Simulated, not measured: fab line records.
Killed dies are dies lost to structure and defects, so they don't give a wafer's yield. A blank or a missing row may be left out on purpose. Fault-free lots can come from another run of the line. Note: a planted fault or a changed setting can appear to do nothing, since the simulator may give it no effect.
A struck lot beside a sound one	flow nandHarc	13 out of 1159 route steps
Sound: wafers L601.3, L601.4, L601.6. Struck: wafers L611.1, L611.4, L611.6. At the end, the cause is stated.
For every step that has rows: the tool of each side, followed by ch and its chambers, followed by its first start. Under that, the readings that differ: sound wafers	struck wafers	difference of the means	sigmas: that difference in standard deviations of wafers without a fault.
alike: a reading whose means differ by less than 2 such deviations, as well as words and numbers matching on both sides. not compared: withheld readings; readings where some wafer has no value; bounds like >300 that might hide an equal value; numbers whose values overlap and for which the record gives no deviation.
A row with sigmas, a row that says differs or no value, or rows on one side alone: a step with any of these is where the two part. Numbers that have no deviation but don't overlap get no sigmas and don't part them. Lack of a reading on every wafer of one side parts them only where that side has two or more wafers.

NHARC_A_STAIRCASE_STRIP_446: strips in O2.
  sound on plasmaAsher-02 ch 0,1, day 15 03:01; struck on plasmaAsher-02 ch 1, day 17 14:00
  alike: drypumpMotorCurrentA, heaterPowerW
  not compared: rfHoursCounterH
then, 3 steps without rows for these wafers: NHARC_A_STAIRCASE_STRIP_447 (strips in SPM, time 900 s); NHARC_A_STAIRCASE_PRECLEAN_448 (cleans in SC1); NHARC_A_STAIRCASE_SRD_449.
NHARC_A_STAIRCASE_CMP_450: polishes SiO2, target thk 200 nm.
  sound on cmp-02 ch 0,2, day 15 03:45; struck on cmp-04 ch 0,2, day 17 14:49
  alike: motorCurrentA, slurryFilterDpKPa
NHARC_A_STAIRCASE_CMP_152: polishes.
  sound on cmp-02 ch 0,2, day 15 03:50; struck on cmp-04 ch 0,2, day 17 14:54
  alike: motorCurrentA, slurryFilterDpKPa
then, 2 steps without rows for these wafers: NHARC_A_STAIRCASE_SRD_154; NHARC_A_STAIRCASE_ETCH_403 (etches SiO2 in dHF, target depth 108.2 nm).
NHARC_A_STAIRCASE_ETCHBACK_422: etches the open film in CH3F/O2, target depth 40 nm, time 74.286 s.
  sound on rieDiel-13 ch 1,3, day 15 04:17; struck on rieDiel-11 ch 1,3, day 17 15:21
  alike: biasW, ch3fFlowSccm, drypumpMotorCurrentA, mfcArSccm, oesProductAu, rfFwdPowerW, rfVppV, showerheadPlenumPTorr, throttleValvePct
  not compared: rfHoursCounterH
then, 1 step without rows for these wafers: NHARC_A_STAIRCASE_ETCH_423 (etches SiO2 in dHF, target depth 30 nm).
NHARC_A_STAIRCASE_ETCHBACK_157: etches the open film in CH3F/O2, target depth 90 nm, time 167.14 s.
  sound on rieDiel-13 ch 1,2, day 15 04:40; struck on rieDiel-13 ch 1,2,3, day 17 15:46
  no value came back on the struck wafers for any of 10 readings (biasW (W), ch3fFlowSccm (sccm) and others); on the sound wafers biasW (W) reads 99.86 99.55 100.27
  not compared: rfHoursCounterH
NHARC_A_STAIRCASE_STRIP_475: strips in O2, time 20 s.
  sound on rieDiel-13 ch 0,1,3; struck on rieDiel-13 ch 1,2,3, day 17 16:01
  alike: drypumpMotorCurrentA, mfcArSccm, oesProductAu, rfVppV, showerheadPlenumPTorr, throttleValvePct
  not compared: rfHoursCounterH
-- record jumps: 5 days between struck wafers' starts before vs after; left off in module A_STAIRCASE, resumes in module END, first step shown is number 1159 of the route --
NHARC_END_SORT_01:
  sound on prober-02 ch 0, day 21 13:19; struck on prober-02 ch 0, day 23 03:17
reading	sound	struck	difference	sigmas
killedAtArray	19 22 27	673 675 672	+651	+66
killedDies	24 22 30	677 677 677	+652	+65
  alike: killedAtOther, killedAtPeriphery, killedOpen, killedShort

== WHERE THEY PART ==
At NHARC_A_STAIRCASE_ETCHBACK_157 first; at NHARC_END_SORT_01 last (within this record only).

WHY: what the simulator had put in
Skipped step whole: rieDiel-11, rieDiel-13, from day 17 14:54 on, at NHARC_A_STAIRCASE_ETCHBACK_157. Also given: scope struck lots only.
